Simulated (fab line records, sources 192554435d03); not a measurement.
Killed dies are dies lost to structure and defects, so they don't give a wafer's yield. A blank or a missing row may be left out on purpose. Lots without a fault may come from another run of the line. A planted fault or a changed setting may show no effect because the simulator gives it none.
Chamber matching | flow n5_finfet | N5_GATE_CUT_ALD_22 on ald_sin-02: 4 sister chambers
The step deposits SiNx, target thk 16 nm, pulse time 1 s, ald cycles 320. 4 wafers are shown with their chamber, then 9 later ones without.

WAFERS WITH THEIR CHAMBER
wafer  | chamber | heater_power_w (W)
L086.5 | 3       | 863
L088.1 | 2       | 836
L088.3 | 0       | 771
L088.6 | 1       | 847

WAFERS WITHOUT THEIR CHAMBER
wafer  | heater_power_w (W)
L091.1 | 846
L091.2 | 813
L091.6 | 787
L096.2 | 850
L096.4 | 769
L096.5 | 804
L097.2 | 842
L097.3 | 860
L097.6 | 841

WHICH CHAMBER EACH WENT THROUGH
wafer  | from the rows above               | in truth
L091.1 | can't be placed: 1 or 2 or 3      | 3
L091.2 | can't be placed: 2 or 1 or 0 or 3 | 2
L091.6 | 0                                 | 0
L096.2 | can't be placed: 1 or 3 or 2      | 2
L096.4 | 0                                 | 0
L096.5 | can't be placed: 2 or 0 or 1 or 3 | 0
L097.2 | can't be placed: 1 or 2 or 3      | 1
L097.3 | can't be placed: 3 or 1 or 2      | 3
L097.6 | can't be placed: 2 or 1 or 3      | 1
Placed correctly: 2 of 9. Can't be placed from these rows: 7 (the true chamber is among the candidates in 7). Placed wrongly: 0.
How it was worked out, from the rows above alone: a wafer's distance from a chamber is the root of the sum, over the readings, of the square of ((its reading less the chamber's mean) divided by the reading's scatter). The wafer belongs to the nearest chamber; if the next one is less than 2 further off, it can't be placed. A chamber's mean is the mean of its shown wafers. The scatter: with one shown wafer a chamber, the root of the mean of the squares of how far each hidden wafer lies from its nearest shown one.
